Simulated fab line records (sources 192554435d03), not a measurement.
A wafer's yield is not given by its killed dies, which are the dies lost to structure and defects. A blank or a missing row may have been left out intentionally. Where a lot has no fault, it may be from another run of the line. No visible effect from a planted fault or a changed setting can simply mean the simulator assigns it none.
Matching of chambers || flow n5_finfet || N5_BEOL_M4_ETCH_70 on rie_diel-01 has 4 sister chambers
The step etches SOC in N2/H2, target depth 80 nm, overetch 24 nm, time 130 s. 20 wafers are shown with their chamber, then 10 later ones without.

## EACH WAFER AND ITS CHAMBER
{"wafer": "L074.1", "chamber": 2, "showerhead_plenum_p_Torr (Torr)": 2.62, "drypump_motor_current_A (A)": 5.4, "throttle_valve_pct (%)": 17.92}
{"wafer": "L074.4", "chamber": 0, "showerhead_plenum_p_Torr (Torr)": 2.43, "drypump_motor_current_A (A)": 6.2, "throttle_valve_pct (%)": 17.80}
{"wafer": "L074.6", "chamber": 1, "showerhead_plenum_p_Torr (Torr)": 2.50, "drypump_motor_current_A (A)": 6.4, "throttle_valve_pct (%)": 17.56}
{"wafer": "L078.2", "chamber": 0, "showerhead_plenum_p_Torr (Torr)": 2.43, "drypump_motor_current_A (A)": 6.3, "throttle_valve_pct (%)": 17.84}
{"wafer": "L078.3", "chamber": 1, "showerhead_plenum_p_Torr (Torr)": 2.49, "drypump_motor_current_A (A)": 6.5, "throttle_valve_pct (%)": 17.60}
{"wafer": "L078.6", "chamber": 2, "showerhead_plenum_p_Torr (Torr)": 2.62, "drypump_motor_current_A (A)": 5.4, "throttle_valve_pct (%)": 17.94}
{"wafer": "L077.4", "chamber": 3, "showerhead_plenum_p_Torr (Torr)": 2.31, "drypump_motor_current_A (A)": 5.2, "throttle_valve_pct (%)": 17.51}
{"wafer": "L077.5", "chamber": 0, "showerhead_plenum_p_Torr (Torr)": 2.42, "drypump_motor_current_A (A)": 6.2, "throttle_valve_pct (%)": 17.84}
{"wafer": "L077.6", "chamber": 1, "showerhead_plenum_p_Torr (Torr)": 2.49, "drypump_motor_current_A (A)": 6.5, "throttle_valve_pct (%)": 17.57}
{"wafer": "L080.2", "chamber": 3, "showerhead_plenum_p_Torr (Torr)": 2.31, "drypump_motor_current_A (A)": 5.1, "throttle_valve_pct (%)": 17.52}
{"wafer": "L080.4", "chamber": 1, "showerhead_plenum_p_Torr (Torr)": 2.49, "drypump_motor_current_A (A)": 6.5, "throttle_valve_pct (%)": 17.61}
{"wafer": "L080.5", "chamber": 0, "showerhead_plenum_p_Torr (Torr)": 2.42, "drypump_motor_current_A (A)": 6.2, "throttle_valve_pct (%)": 17.85}
{"wafer": "L082.1", "chamber": 3, "showerhead_plenum_p_Torr (Torr)": 2.31, "drypump_motor_current_A (A)": 5.1, "throttle_valve_pct (%)": 17.54}
{"wafer": "L082.3", "chamber": 0, "showerhead_plenum_p_Torr (Torr)": 2.42, "drypump_motor_current_A (A)": 6.2, "throttle_valve_pct (%)": 17.86}
{"wafer": "L082.4", "chamber": 2, "showerhead_plenum_p_Torr (Torr)": 2.61, "drypump_motor_current_A (A)": 5.4, "throttle_valve_pct (%)": 17.95}
{"wafer": "L084.1", "chamber": 1, "showerhead_plenum_p_Torr (Torr)": 2.48, "drypump_motor_current_A (A)": 6.5, "throttle_valve_pct (%)": 17.61}
{"wafer": "L084.3", "chamber": 3, "showerhead_plenum_p_Torr (Torr)": 2.30, "drypump_motor_current_A (A)": 5.1, "throttle_valve_pct (%)": 17.54}
{"wafer": "L084.4", "chamber": 2, "showerhead_plenum_p_Torr (Torr)": 2.61, "drypump_motor_current_A (A)": 5.4, "throttle_valve_pct (%)": 17.97}
{"wafer": "L085.1", "chamber": 0, "showerhead_plenum_p_Torr (Torr)": 2.42, "drypump_motor_current_A (A)": 6.2, "throttle_valve_pct (%)": 17.87}
{"wafer": "L085.4", "chamber": 3, "showerhead_plenum_p_Torr (Torr)": 2.30, "drypump_motor_current_A (A)": 5.1, "throttle_valve_pct (%)": 17.54}

SIGNATURES (averages over the wafers above)
{"reading": "showerhead_plenum_p_Torr", "chamber 0": 2.4233, "chamber 1": 2.4900, "chamber 2": 2.6150, "chamber 3": 2.3060, "scatter within a chamber": 0.00588}
{"reading": "drypump_motor_current_A", "chamber 0": 6.217, "chamber 1": 6.480, "chamber 2": 5.400, "chamber 3": 5.120, "scatter within a chamber": 0.039}
{"reading": "throttle_valve_pct", "chamber 0": 17.8433, "chamber 1": 17.5900, "chamber 2": 17.9450, "chamber 3": 17.5300, "scatter within a chamber": 0.0213}
Rule: distance of a wafer from a chamber = root of the sum over the readings of ((wafer's reading minus chamber's mean) / reading's scatter) squared. The wafer belongs to the nearest chamber; if the next one is less than 2 further off, it can't be placed. The scatter: the root of (the sum of the squares of (reading less its chamber's mean) over the shown wafers, divided by (wafers less chambers)).

## WAFERS MISSING THEIR CHAMBER
{"wafer": "L085.6", "showerhead_plenum_p_Torr (Torr)": 2.30, "drypump_motor_current_A (A)": 5.1, "throttle_valve_pct (%)": 17.53}
{"wafer": "L091.2", "showerhead_plenum_p_Torr (Torr)": 2.41, "drypump_motor_current_A (A)": 6.2, "throttle_valve_pct (%)": 17.89}
{"wafer": "L091.5", "showerhead_plenum_p_Torr (Torr)": 2.48, "drypump_motor_current_A (A)": 6.4, "throttle_valve_pct (%)": 17.64}
{"wafer": "L091.6", "showerhead_plenum_p_Torr (Torr)": 2.41, "drypump_motor_current_A (A)": 6.2, "throttle_valve_pct (%)": 17.87}
{"wafer": "L092.1", "showerhead_plenum_p_Torr (Torr)": 2.41, "drypump_motor_current_A (A)": 6.2, "throttle_valve_pct (%)": 17.88}
{"wafer": "L092.2", "showerhead_plenum_p_Torr (Torr)": 2.48, "drypump_motor_current_A (A)": 6.5, "throttle_valve_pct (%)": 17.66}
{"wafer": "L092.4", "showerhead_plenum_p_Torr (Torr)": 2.41, "drypump_motor_current_A (A)": 6.2, "throttle_valve_pct (%)": 17.90}
{"wafer": "L095.2", "showerhead_plenum_p_Torr (Torr)": 2.30, "drypump_motor_current_A (A)": 5.1, "throttle_valve_pct (%)": 17.57}
{"wafer": "L095.5", "showerhead_plenum_p_Torr (Torr)": 2.48, "drypump_motor_current_A (A)": 6.5, "throttle_valve_pct (%)": 17.66}
{"wafer": "L095.6", "showerhead_plenum_p_Torr (Torr)": 2.30, "drypump_motor_current_A (A)": 5.1, "throttle_valve_pct (%)": 17.57}

## THE CHAMBER EACH PASSED THROUGH
{"wafer": "L085.6", "from the rows above": 3, "in truth": 3}
{"wafer": "L091.2", "from the rows above": 0, "in truth": 0}
{"wafer": "L091.5", "from the rows above": 1, "in truth": 1}
{"wafer": "L091.6", "from the rows above": 0, "in truth": 0}
{"wafer": "L092.1", "from the rows above": 0, "in truth": 0}
{"wafer": "L092.2", "from the rows above": 1, "in truth": 1}
{"wafer": "L092.4", "from the rows above": 0, "in truth": 0}
{"wafer": "L095.2", "from the rows above": 3, "in truth": 3}
{"wafer": "L095.5", "from the rows above": 1, "in truth": 1}
{"wafer": "L095.6", "from the rows above": 3, "in truth": 3}
Correctly placed: 10 of 10. Number that these rows cannot place: 0. Number placed wrongly: 0.
